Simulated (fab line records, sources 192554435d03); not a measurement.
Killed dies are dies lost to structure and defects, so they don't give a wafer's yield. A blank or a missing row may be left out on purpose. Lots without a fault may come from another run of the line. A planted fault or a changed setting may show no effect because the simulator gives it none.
fab line records | flow n5_finfet
record lots=24 wafers=72 last_day=17
route steps=1938 shown BEOL_M4@1080 BEOL_M5@1113
lots that met no fault: from a run of the same line without faults
start_h: hours from the record's first day to the start of the lot's first wafer shown | wait_h: hours since the lot's step before | " the same as in the row above | L1.1+2: a row that stands for several wafers | - no value, or no start given | * or withheld: withheld | < > ~ a bound
route shown NAME@n: a module of which the file shows steps, and the number in the route of the first | usual: mean/standard deviation of fault-free wafers | same: alike in all rows | chamber/n: place in a boat | sites: the reading at each site | _std_site: their standard deviation | _edge_site: outer sites' mean less inner sites' | radius_mm: how far each site lies from the wafer's centre | mask NAME#n: copy n | behind: the tool/chamber that last shaped the wafer | hold: why the lot was held/for how many hours/how that ended | device: the transistor (n, p or np) that didn't switch | end of line: the same wafers' tests at the end of the route | a step without rows: its recipe alone | killed: dies lost to structure and defects at the first sort, not the wafer's yield | map: a wafer's dies, x killed, . not, _ none there
set.NAME: the setting as run; set.NAME@STEP: as run at that earlier step | model.NAME: the simulator's own value behind a step, which no gauge read
steps of the route over a sample of lots; a table a step, a row a wafer
services: from which hour (start_h, from the record's first day; less than 0 if before it) a tool's chamber was out of use, for how many hours, and why
## steps
# step N5_BEOL_M4_PRE_CLEAN_45
# recipe gas=H2/He time_s=30 temp_c=250
# usual heater_power_w=342/40
# columns lot.wafer tool chamber start_h wait_h heater_power_w
L074.1 pvd_sputter-02 - 164.26 0.0 355
L074.2 " - " " 347
L074.3 " - " " 377
L076.1 pvd_sputter-01 - 172.91 0.0 377
L076.2 " - " " 304
L076.4 " - " " 321
L075.1 pvd_sputter-01 - 173.00 0.0 373
L075.2 " - " " 325
L075.4 " - " " 342
L077.1 pvd_sputter-01 - 182.99 0.0 346
L077.5 " - " " 376
L077.6 " - " " 331
L078.1 pvd_sputter-03 - 183.12 0.0 471
L078.2 " - " " 358
L078.3 " - " " 314
L079.1 pvd_sputter-02 - 186.90 0.0 380
L079.2 " - " " 363
L079.3 " - " " 305
L080.2 pvd_sputter-03 - 204.19 0.0 315
L080.5 " - " " 360
L080.6 " - " " 466
L081.1 pvd_sputter-02 - 204.22 0.0 385
L081.2 " - " " 353
L081.6 " - " " 370
L082.2 pvd_sputter-01 - 210.44 0.0 330
L082.5 " - " " 349
L082.6 " - " " 366
L083.1 pvd_sputter-02 - 219.73 0.0 306
L083.3 " - " " 353
L083.5 " - " " 362
L084.1 pvd_sputter-02 - 226.57 0.0 385
L084.3 " - " " 309
L084.6 " - " " 349
L086.2 pvd_sputter-01 - 233.12 0.0 296
L086.5 " - " " 343
L086.6 " - " " 378
L085.3 pvd_sputter-01 - 233.20 0.0 347
L085.4 " - " " 295
L085.5 " - " " 349
L087.3 pvd_sputter-01 - 240.74 0.0 322
L087.5 " - " " 301
L087.6 " - " " 355
L088.1 pvd_sputter-01 - 240.86 0.0 326
L088.3 " - " " 346
L088.4 " - " " 370
L089.1 pvd_sputter-01 - 249.23 0.0 349
L089.3 " - " " 370
L089.6 " - " " 324
L091.1 pvd_sputter-01 - 264.47 0.0 298
L091.5 " - " " 361
L091.6 " - " " 373
L090.1 pvd_sputter-03 - 270.22 0.0 357
L090.3 " - " " 461
L090.5 " - " " 308
L092.1 pvd_sputter-01 - 274.33 0.0 299
L092.2 " - " " 325
L092.3 " - " " 353
L093.1 pvd_sputter-03 - 276.85 0.0 357
L093.2 " - " " 453
L093.4 " - " " 308
L094.2 pvd_sputter-01 - 280.54 0.0 322
L094.4 " - " " 379
L094.6 " - " " 291
L096.2 pvd_sputter-01 - 291.72 0.0 300
L096.4 " - " " 336
L096.6 " - " " 294
L095.1 pvd_sputter-03 - 299.92 0.0 311
L095.4 " - " " 296
L095.6 " - " " 292
L097.3 pvd_sputter-01 - 302.93 0.0 358
L097.4 " - " " 299
L097.5 " - " " 371
# step N5_BEOL_M5_CURE_79
# recipe temp_c=385 time_s=240 ambient=He/Ar material=SiCOH_lowk
# usual lamp_power_pct=52.30/0.052 wafer_temp_C_max=386.8/0.56
# columns lot.wafer tool chamber start_h wait_h lamp_power_pct wafer_temp_C_max
L074.1 uv_cure-03 2 168.91 0.0 52.38 386.9
L074.2 " 2 " " 52.37 386.4
L074.3 " 2 " " 52.31 386.9
L075.1 uv_cure-02 2 177.51 0.0 52.33 387.2
L075.2 " 2 " " 52.30 387.4
L075.4 " 2 " " 52.27 387.5
L076.1 uv_cure-01 1 179.77 0.0 52.38 387.0
L076.2 " 1 " " 52.32 387.4
L076.4 " 1 " " 52.26 387.3
L077.1 uv_cure-03 2 187.49 0.0 52.28 386.3
L077.5 " 2 " " 52.31 386.9
L077.6 " 2 " " 52.24 386.8
L078.1 uv_cure-03 2 188.02 0.0 52.32 386.8
L078.2 " 2 " " 52.33 386.8
L078.3 " 2 " " 52.25 386.8
L079.1 uv_cure-01 0 191.64 0.0 52.24 386.5
L079.2 " 0 " " 52.33 386.5
L079.3 " 0 " " 52.26 386.1
L080.2 uv_cure-02 0 208.88 0.2 52.32 386.8
L080.5 " 0 " " 52.42 386.3
L080.6 " 0 " " 52.31 387.1
L081.1 uv_cure-01 1 209.40 0.2 52.34 386.5
L081.2 " 1 " " 52.32 387.1
L081.6 " 1 " " 52.25 387.3
L082.2 uv_cure-01 2 215.75 0.1 52.36 386.5
L082.5 " 2 " " 52.27 386.3
L082.6 " 2 " " 52.36 386.8
L083.1 uv_cure-03 2 225.32 0.0 52.34 386.2
L083.3 " 2 " " 52.36 386.5
L083.5 " 2 " " 52.25 386.1
L084.1 uv_cure-03 2 231.72 0.0 52.35 386.9
L084.3 " 2 " " 52.30 386.4
L084.6 " 2 " " 52.29 386.5
L086.2 uv_cure-02 1 237.76 0.1 52.34 387.8
L086.5 " 1 " " 52.28 387.5
L086.6 " 1 " " 52.24 388.1
L085.3 uv_cure-03 0 238.16 0.2 52.24 387.8
L085.4 " 0 " " 52.41 387.0
L085.5 " 0 " " 52.37 387.1
L087.3 uv_cure-01 2 245.38 0.2 52.31 386.3
L087.5 " 2 " " 52.38 386.4
L087.6 " 2 " " 52.23 386.9
L088.1 uv_cure-02 1 245.51 0.0 52.25 387.7
L088.3 " 1 " " 52.39 387.5
L088.4 " 1 " " 52.34 387.6
L089.1 uv_cure-02 0 254.17 0.1 52.27 386.2
L089.3 " 0 " " 52.33 387.4
L089.6 " 0 " " 52.38 386.7
L091.1 uv_cure-01 1 269.69 0.0 52.27 386.5
L091.5 " 1 " " 52.25 386.6
L091.6 " 1 " " 52.31 386.7
L090.1 uv_cure-03 1 274.96 0.2 52.18 386.8
L090.3 " 1 " " 52.25 386.2
L090.5 " 1 " " 52.30 386.6
L092.1 uv_cure-02 2 279.01 0.1 52.35 388.4
L092.2 " 2 " " 52.34 387.4
L092.3 " 2 " " 52.27 386.8
L093.1 uv_cure-02 0 281.48 0.1 52.34 386.6
L093.2 " 0 " " 52.23 386.7
L093.4 " 0 " " 52.35 386.5
L094.2 uv_cure-03 0 285.05 0.1 52.33 386.4
L094.4 " 0 " " 52.32 386.5
L094.6 " 0 " " 52.25 386.5
L096.2 uv_cure-01 0 298.36 0.1 52.37 387.0
L096.4 " 0 " " 52.23 386.9
L096.6 " 0 " " 52.30 387.0
L095.1 uv_cure-03 0 304.84 0.0 52.23 387.1
L095.4 " 0 " " 52.31 387.3
L095.6 " 0 " " 52.32 386.7
L097.3 uv_cure-01 2 309.47 0.2 52.35 385.7
L097.4 " 2 " " 52.40 386.4
L097.5 " 2 " " 52.32 386.0
# step N5_BEOL_M5_STRIP_91
# recipe chemistry=N2/H2 time_s=10 power_w=450 temp_c=40 pressure_mtorr=20 rf_frequency_hz=6e+07 bias_power_w=7 n2_flow_sccm=200 h2_flow_sccm=200
# usual drypump_motor_current_A=5.5/0.47 oes_product_au=0.78/0.088 rf_vpp_V=59.0/0.91 showerhead_plenum_p_Torr=2.54/0.074 throttle_valve_pct=23.59/0.26
# columns lot.wafer tool chamber start_h wait_h drypump_motor_current_A oes_product_au rf_hours_counter_h rf_vpp_V showerhead_plenum_p_Torr throttle_valve_pct
L074.1 rie_diel-05 2 - - 6.3 0.70 215 58.2 2.41 23.97
L074.2 " 1 " " 5.1 0.72 204 59.4 2.62 23.57
L074.3 " 3 " " 5.5 0.75 164 60.0 2.43 23.75
L075.1 rie_diel-05 2 - - 6.4 0.69 217 57.3 2.41 23.98
L075.2 " 3 " " 5.5 0.75 165 57.6 2.43 23.75
L075.4 " 1 " " 5.0 0.72 206 58.8 2.62 23.56
L076.1 rie_diel-03 1 - - 5.4 0.80 108 60.1 2.55 23.31
L076.2 " 2 " " 4.8 0.95 8 57.7 2.60 23.52
L076.4 " 3 " " 5.4 0.70 197 58.8 2.51 23.55
L077.1 rie_diel-03 1 - - 5.5 0.81 109 59.2 2.55 23.31
L077.5 " 1 " " 5.4 0.80 - 58.7 2.55 23.29
L077.6 " 2 " " 4.8 0.94 - 58.2 2.60 23.52
L078.1 rie_diel-05 0 - - 6.4 0.68 236 58.3 2.50 23.91
L078.2 " 3 " " 5.5 0.74 168 58.8 2.43 23.75
L078.3 " 2 " " 6.4 0.70 220 58.7 2.41 23.96
L079.1 rie_diel-03 2 - - 4.8 0.95 11 61.1 2.60 23.51
L079.2 " 3 " " 5.4 0.70 199 59.2 2.51 23.56
L079.3 " 1 " " 5.4 0.80 110 58.1 2.55 23.31
L080.2 rie_diel-05 1 - - 5.0 0.71 215 59.5 2.62 23.58
L080.5 " 0 " " 6.4 0.68 - 59.0 2.50 23.93
L080.6 " 1 " " 5.0 0.71 - 59.9 2.62 23.57
L081.1 rie_diel-02 0 - - 5.9 0.91 38 58.1 2.69 22.87
L081.2 " 2 " " 5.2 0.76 172 61.2 2.53 23.88
L081.6 " 3 " " 5.8 0.73 - 59.9 2.62 23.33
L082.2 rie_diel-03 2 - - 4.8 0.94 17 58.8 2.60 23.52
L082.5 " 1 " " 5.5 0.80 - 61.1 2.55 23.31
L082.6 " 0 " " 5.6 0.81 - 58.9 2.56 23.65
L083.1 rie_diel-02 3 - - 5.7 0.73 188 59.8 2.62 23.35
L083.3 " 0 " " 5.9 0.89 45 59.8 2.68 22.88
L083.5 " 1 " " 5.4 0.86 - 59.4 2.58 23.46
L084.1 rie_diel-03 2 - - 4.8 0.92 22 58.3 2.59 23.53
L084.3 " 0 " " 5.5 0.80 112 58.4 2.56 23.67
L084.6 " 2 " " 4.8 0.92 - 59.0 2.59 23.53
L086.2 rie_diel-02 2 - - 5.2 0.75 180 57.7 2.53 23.90
L086.5 " 0 " " 5.9 0.89 - 61.1 2.68 22.88
L086.6 " 3 " " 5.7 0.72 - 60.0 2.62 23.36
L085.3 rie_diel-03 0 - - 5.6 0.79 115 58.2 2.56 23.67
L085.4 " 2 " " 4.8 0.91 25 59.9 2.59 23.54
L085.5 " 2 " " 4.8 0.91 - 59.0 2.59 23.52
L088.1 rie_diel-05 2 - - 6.3 0.68 241 57.0 2.40 23.99
L088.3 " 1 " " 5.0 0.70 231 57.7 2.61 23.61
L088.4 " 3 " " 5.5 0.74 - 56.9 2.43 23.79
L087.3 rie_diel-05 2 - - 6.3 0.68 241 59.0 2.40 23.99
L087.5 " 2 " " 6.4 0.67 - 59.7 2.40 24.01
L087.6 " 3 " " 5.5 0.73 - 58.2 2.42 23.76
L089.1 rie_diel-05 3 - - 5.5 0.73 192 58.9 2.42 23.79
L089.3 " 0 " " 6.5 1.01 1 59.9 2.50 23.64
L089.6 " 3 " " 5.5 0.73 - 58.3 2.42 23.80
L091.1 rie_diel-03 1 - - 5.5 0.77 136 58.1 2.54 23.36
L091.5 " 0 " " 5.6 0.78 - 60.0 2.55 23.70
L091.6 " 1 " " 5.5 0.78 - 59.0 2.54 23.34
L090.1 rie_diel-05 0 - - 6.4 0.94 12 59.6 2.49 23.65
L090.3 " 3 " " 5.5 0.72 - 58.2 2.42 23.80
L090.5 " 3 " " 5.5 0.72 - 58.4 2.42 23.80
L092.1 rie_diel-03 1 - - 5.5 0.77 140 58.9 2.54 23.33
L092.2 " 3 " " 5.4 0.68 232 58.6 2.50 23.60
L092.3 " 0 " " 5.5 0.78 133 57.4 2.55 23.69
L093.1 rie_diel-02 3 - - 5.7 0.71 199 59.3 2.62 23.36
L093.2 " 1 " " 5.4 0.85 59 59.2 2.57 23.46
L093.4 " 2 " " 5.2 0.75 186 59.4 2.53 23.92
L094.2 rie_diel-05 1 - - 5.0 0.69 242 60.4 2.60 23.63
L094.4 " 3 " " 5.5 0.72 - 59.4 2.42 23.80
L094.6 " 1 " " 5.0 0.70 - 60.6 2.60 23.62
L096.2 rie_diel-03 2 - - 4.8 0.88 44 58.6 2.58 23.56
L096.4 " 0 " " 5.6 0.78 139 60.2 2.55 23.73
L096.6 " 2 " " 4.9 0.89 - 58.9 2.59 23.56
L095.1 rie_diel-02 0 - - 5.9 0.87 64 59.2 2.67 22.90
L095.4 " 2 " " 5.2 0.74 - 59.6 2.52 23.94
L095.6 " 3 " " 5.8 0.71 - 61.1 2.61 23.37
L097.3 rie_diel-03 1 - - 5.4 0.76 151 59.8 2.53 23.35
L097.4 " 3 " " 5.4 0.67 - 58.4 2.50 23.62
L097.5 " 2 " " 4.8 0.87 - 59.3 2.58 23.57
# step N5_BEOL_M5_CD_MEAS_35
# recipe target_cd_nm=28 target_cd_y_nm=24 polarity=opening
# usual cd_nm=28.1/0.3
# columns lot.wafer tool chamber start_h wait_h cd_nm
L074.1 cd_sem-03 - 176.83 0.0 28.7
L074.2 " - " " 27.9
L074.3 " - " " 28.5
L075.1 cd_sem-03 - 182.38 0.0 28.2
L075.2 " - " " 28.2
L075.4 " - " " 28.4
L076.1 cd_sem-01 - 185.79 0.0 28.2
L076.2 " - " " 28.0
L076.4 " - " " 27.5
L077.1 cd_sem-02 - 192.45 0.0 27.8
L077.5 " - " " 28.0
L077.6 " - " " 28.1
L078.1 cd_sem-03 - 194.31 0.0 28.5
L078.2 " - " " 28.6
L078.3 " - " " 27.9
L079.1 cd_sem-01 - 194.55 0.0 28.2
L079.2 " - " " 28.8
L079.3 " - " " 27.9
L081.1 cd_sem-03 - 213.00 0.0 27.9
L081.2 " - " " 28.4
L081.6 " - " " 28.1
L080.2 cd_sem-01 - 213.11 0.0 27.9
L080.5 " - " " 28.1
L080.6 " - " " 28.2
L082.2 cd_sem-03 - 219.71 0.0 27.9
L082.5 " - " " 28.0
L082.6 " - " " 28.2
L083.1 cd_sem-01 - 229.36 0.0 27.7
L083.3 " - " " 28.5
L083.5 " - " " 28.1
L084.1 cd_sem-03 - 235.95 0.0 28.1
L084.3 " - " " 28.3
L084.6 " - " " 28.4
L086.2 cd_sem-02 - 241.46 0.0 27.4
L086.5 " - " " 28.4
L086.6 " - " " 27.9
L085.3 cd_sem-02 - 241.93 0.0 28.1
L085.4 " - " " 27.9
L085.5 " - " " 27.9
L088.1 cd_sem-03 - 251.64 0.0 27.6
L088.3 " - " " 28.0
L088.4 " - " " 28.0
L087.3 cd_sem-03 - 251.93 0.0 28.0
L087.5 " - " " 28.1
L087.6 " - " " 28.4
L089.1 cd_sem-01 - 259.37 0.0 27.5
L089.3 " - " " 28.2
L089.6 " - " " 28.2
L091.1 cd_sem-02 - 274.61 0.0 28.2
L091.5 " - " " 28.1
L091.6 " - " " 28.3
L090.1 cd_sem-03 - 283.80 0.0 28.0
L090.3 " - " " 28.1
L090.5 " - " " 27.7
L092.1 cd_sem-01 - 284.16 0.0 28.8
L092.2 " - " " 28.7
L092.3 " - " " 28.2
L093.1 cd_sem-02 - 287.94 0.0 28.0
L093.2 " - " " 27.8
L093.4 " - " " 28.1
L094.2 cd_sem-03 - 289.59 0.0 28.1
L094.4 " - " " 28.0
L094.6 " - " " 28.1
L096.2 cd_sem-01 - 302.44 0.0 28.4
L096.4 " - " " 27.4
L096.6 " - " " 28.2
L095.1 cd_sem-01 - 309.42 0.0 28.3
L095.4 " - " " 28.2
L095.6 " - " " 28.0
L097.3 cd_sem-01 - 314.32 0.0 27.8
L097.4 " - " " 28.3
L097.5 " - " " 28.2
# step N5_BEOL_M5_SPUTTER_48
# recipe material=Cu target_thk_a=150 temp_c=-20 chamber_pressure_pa=0.07 power_w=withheld time_s=27.62
# usual chuck_gas_flow_sccm=1.26/0.049 throttle_valve_pct=29.8/1.1
# columns lot.wafer tool chamber start_h wait_h chuck_gas_flow_sccm throttle_valve_pct
L074.1 pvd_sputter-01 - 177.94 0.2 1.23 29.4
L074.2 " - " " 1.27 30.5
L074.3 " - " " 1.28 29.9
L075.1 pvd_sputter-03 - 185.42 1.4 1.22 29.7
L075.2 " - " " 1.22 28.7
L075.4 " - " " 1.28 28.2
L076.1 pvd_sputter-02 - 187.06 0.1 1.27 30.1
L076.2 " - " " 1.23 28.9
L076.4 " - " " 1.24 28.9
L077.1 pvd_sputter-02 - 194.54 0.1 1.31 31.3
L077.5 " - " " 1.22 28.7
L077.6 " - " " 1.20 30.7
L078.1 pvd_sputter-03 - 195.57 0.1 1.26 31.4
L078.2 " - " " 1.25 29.7
L078.3 " - " " 1.34 28.4
L079.1 pvd_sputter-01 - 195.63 0.1 1.19 30.3
L079.2 " - " " 1.26 29.7
L079.3 " - " " 1.28 30.9
L080.2 pvd_sputter-02 - 214.38 0.2 1.30 28.9
L080.5 " - " " 1.26 30.1
L080.6 " - " " 1.29 28.8
L081.1 pvd_sputter-03 - 215.72 1.3 1.24 29.8
L081.2 " - " " 1.24 28.2
L081.6 " - " " 1.29 29.8
L082.2 pvd_sputter-03 - 222.26 0.2 1.31 31.4
L082.5 " - " " 1.22 29.8
L082.6 " - " " 1.23 28.3
L083.1 pvd_sputter-02 - 232.91 0.2 1.32 31.9
L083.3 " - " " 1.22 29.0
L083.5 " - " " 1.38 30.6
L084.1 pvd_sputter-03 - 237.22 0.1 1.19 30.0
L084.3 " - " " 1.25 28.8
L084.6 " - " " 1.34 28.8
L086.2 pvd_sputter-03 - 244.25 0.2 1.30 31.0
L086.5 " - " " 1.28 28.7
L086.6 " - " " 1.26 31.0
L085.3 pvd_sputter-02 - 244.30 0.2 1.25 28.5
L085.4 " - " " 1.30 31.7
L085.5 " - " " 1.26 29.0
L088.1 pvd_sputter-03 - 252.64 0.1 1.24 29.8
L088.3 " - " " 1.23 28.7
L088.4 " - " " 1.21 31.2
L087.3 pvd_sputter-02 - 253.59 0.6 1.15 31.9
L087.5 " - " " 1.31 28.8
L087.6 " - " " 1.21 29.0
L089.1 pvd_sputter-02 - 261.62 0.1 1.27 28.9
L089.3 " - " " 1.28 32.0
L089.6 " - " " 1.32 30.0
L091.1 pvd_sputter-02 - 276.54 0.1 1.20 31.7
L091.5 " - " " 1.36 28.9
L091.6 " - " " 1.24 31.7
L090.1 pvd_sputter-02 - 285.07 0.1 1.23 30.5
L090.3 " - " " 1.26 29.3
L090.5 " - " " 1.33 30.3
L092.1 pvd_sputter-03 - 286.51 0.1 1.19 31.5
L092.2 " - " " 1.31 28.6
L092.3 " - " " 1.28 28.5
L093.1 pvd_sputter-02 - 289.50 0.3 1.23 28.6
L093.2 " - " " 1.27 28.9
L093.4 " - " " 1.27 31.7
L094.2 pvd_sputter-03 - 291.26 0.1 1.23 28.2
L094.4 " - " " 1.25 28.8
L094.6 " - " " 1.28 31.4
L096.2 pvd_sputter-02 - 303.56 0.1 1.25 28.5
L096.4 " - " " 1.24 31.7
L096.6 " - " " 1.25 28.8
L095.1 pvd_sputter-01 - 311.49 0.2 1.25 30.4
L095.4 " - " " 1.27 31.0
L095.6 " - " " 1.26 29.9
L097.3 pvd_sputter-02 - 315.68 0.1 1.16 31.6
L097.4 " - " " 1.27 29.1
L097.5 " - " " 1.27 28.8
# step N5_BEOL_M5_CMP_52
# recipe stop_on=SiCOH_lowk t_overpolish_s=6.9 down_force_psi=1 platen_rpm=50 clearing_platen_down_force_psi=1.5 clearing_platen_rpm=50 post_cmp_clean=cu_alkaline target_thk_nm=62 clearing_platen_pad_velocity_m_s=0.99484 pad_velocity_m_s=0.99484
# usual barrier_field_endpoint_s=24.6/0.55 motor_current_A=5.9/0.74 overpolish_run_s=6.900/0.0094 retaining_ring_pressure_frac=1.000/0.0053 time_to_endpoint_s=62.6/3
# columns lot.wafer tool chamber start_h wait_h barrier_field_endpoint_s motor_current_A overpolish_run_s retaining_ring_pressure_frac time_to_endpoint_s
L074.2 cmp-01 3 183.10 0.2 24.7 5.1 6.894 1.004 65.4
L074.1 " 1 " " 24.7 4.9 6.898 1.003 66.8
L074.3 " 2 " " 24.4 6.5 6.907 0.988 64.9
L075.2 cmp-04 3 190.27 0.2 24.2 5.4 6.903 0.989 63.3
L075.4 " 0 " " 24.9 5.8 6.906 1.000 66.8
L075.1 " 1 " " 24.2 4.8 6.919 0.999 64.6
L076.2 cmp-01 0 192.10 0.2 24.8 7.5 6.893 0.992 62.0
L076.4 " 1 " " 24.1 4.9 6.912 0.999 62.4
L076.1 " 3 " " 23.7 5.0 6.886 1.004 58.4
L077.1 cmp-04 3 199.39 0.3 24.0 5.7 6.886 0.996 61.1
L077.6 " 3 " " 24.3 5.5 6.918 0.993 59.9
L077.5 " 0 " " 25.3 5.7 6.902 0.998 65.1
L078.2 cmp-04 0 200.42 0.2 23.9 5.8 6.905 1.012 58.6
L078.1 " 2 " " 23.0 6.7 6.899 1.003 56.1
L078.3 " 3 " " 24.2 5.6 6.907 1.010 61.3
L079.3 cmp-01 0 200.53 0.2 24.0 7.4 6.893 0.999 63.1
L079.2 " 1 " " 23.5 4.9 6.897 1.004 61.5
L079.1 " 2 " " 23.0 6.5 6.924 1.001 60.5
L080.2 cmp-03 0 219.29 0.2 24.7 5.2 6.883 1.003 71.1
L080.6 " 3 " " 25.3 6.0 6.913 0.999 69.6
L080.5 " 0 " " 25.4 5.4 6.904 0.998 71.4
L081.2 cmp-03 3 220.58 0.2 24.5 6.0 6.897 1.008 64.0
L081.1 " 1 " " 24.8 5.2 6.897 0.999 62.0
L081.6 " 0 " " 25.4 5.6 6.906 0.998 64.2
L082.2 cmp-04 2 227.36 0.2 24.0 6.9 6.912 1.001 63.5
L082.5 " 2 " " 24.2 7.0 6.908 0.993 61.4
L082.6 " 3 " " 24.8 5.4 6.911 0.997 63.0
L083.3 cmp-04 3 238.10 0.2 24.8 5.8 6.895 1.008 63.6
L083.1 " 0 " " 24.7 5.6 6.909 0.996 64.0
L083.5 " 0 " " 24.5 5.6 6.883 0.993 65.8
L084.1 cmp-04 1 242.11 0.3 24.8 5.3 6.894 1.002 59.3
L084.3 " 3 " " 24.4 5.8 6.899 0.993 58.8
L084.6 " 1 " " 24.7 5.3 6.888 0.997 55.7
L086.2 cmp-01 3 249.16 0.3 24.0 5.1 6.889 1.004 59.6
L086.6 " 2 " " 24.5 6.8 6.897 1.007 58.3
L086.5 " 3 " " 24.4 5.2 6.912 1.008 58.3
L085.3 cmp-04 3 249.20 0.2 24.5 5.5 6.906 1.008 62.1
L085.4 " 1 " " 25.2 5.0 6.887 0.982 60.0
L085.5 " 3 " " 24.4 5.3 6.886 0.999 60.5
L088.4 cmp-03 1 257.49 0.1 25.0 5.5 6.909 1.006 63.8
L088.1 " 3 " " 24.8 6.3 6.896 1.001 68.1
L088.3 " 0 " " 24.2 5.6 6.899 1.000 62.6
L087.3 cmp-01 3 258.82 0.3 23.3 5.3 6.908 0.998 61.5
L087.6 " 1 " " 24.4 4.9 6.884 1.004 63.7
L087.5 " 2 " " 24.0 6.6 6.896 0.993 61.4
L089.1 cmp-04 2 266.47 0.3 24.1 7.4 6.906 0.997 57.8
L089.3 " 3 " " 24.8 5.6 6.904 0.999 61.9
L089.6 " 2 " " 25.1 7.2 6.896 0.997 62.9
L091.1 cmp-03 0 281.47 0.3 25.4 5.2 6.900 0.997 65.4
L091.6 " 0 " " 25.5 5.7 6.905 0.994 67.1
L091.5 " 1 " " 24.8 5.5 6.896 1.002 64.5
L090.3 cmp-04 2 289.96 0.2 24.3 7.0 6.899 1.000 59.3
L090.1 " 3 " " 24.3 5.7 6.908 1.003 58.5
L090.5 " 2 " " 24.2 6.9 6.890 1.003 57.0
L092.1 cmp-01 1 291.36 0.3 25.4 5.0 6.893 1.000 61.2
L092.3 " 3 " " 24.7 5.1 6.898 0.998 59.5
L092.2 " 0 " " 25.3 7.4 6.910 1.004 62.5
L093.2 cmp-03 1 294.35 0.2 24.1 5.3 6.899 0.998 59.9
L093.4 " 2 " " 24.1 6.4 6.905 1.001 61.3
L093.1 " 0 " " 24.5 5.6 6.899 1.002 63.4
L094.2 cmp-03 2 296.11 0.2 24.0 6.4 6.890 0.998 61.8
L094.4 " 0 " " 24.6 5.5 6.898 0.990 61.4
L094.6 " 2 " " 24.8 6.2 6.898 1.000 65.9
L096.4 cmp-03 0 308.85 0.2 25.0 5.0 6.906 1.004 62.6
L096.2 " 1 " " 24.8 5.6 6.900 0.997 63.0
L096.6 " 2 " " 25.7 6.7 6.909 1.008 62.3
L095.4 cmp-03 0 316.33 0.1 24.9 5.5 6.885 1.001 61.1
L095.1 " 2 " " 24.5 6.3 6.913 1.005 64.0
L095.6 " 0 " " 24.6 5.6 6.889 0.995 64.4
L097.3 cmp-03 0 320.53 0.2 24.1 5.6 6.911 0.999 63.0
L097.4 " 1 " " 24.6 5.8 6.892 0.992 60.6
L097.5 " 0 " " 24.5 5.5 6.891 1.002 63.8
## services
# columns tool chamber start_h hours kind
rie_diel-02 - 140.34 0.4 repair
rie_diel-03 2 145.58 - clean
rie_diel-03 1 149.89 4.6 repair
cmp-01 - 153.57 2.0 repair
uv_cure-01 - 181.35 2.1 pm
cmp-03 - 183.79 20.6 pm
uv_cure-02 - 203.98 4.5 repair
cmp-03 - 204.75 0.8 repair
cmp-01 - 213.82 4.0 pm
rie_diel-05 0 215.24 3.8 repair
cmp-04 - 217.47 0.5 repair
uv_cure-03 - 241.21 7.5 pm
rie_diel-02 - 243.38 28.1 pm
rie_diel-05 - 253.86 0.2 repair
cmp-04 - 257.09 2.7 pm
uv_cure-01 - 271.31 6.6 repair
uv_cure-01 - 287.85 6.0 pm
cmp-03 - 288.14 4.0 pm
rie_diel-02 3 290.29 7.6 repair
cmp-01 - 292.42 2.4 repair
rie_diel-02 1 297.44 11.5 repair
uv_cure-02 - 301.07 24.9 pm
cmp-04 - 310.86 17.0 pm
rie_diel-03 0 312.23 12.7 repair
## key
fault none
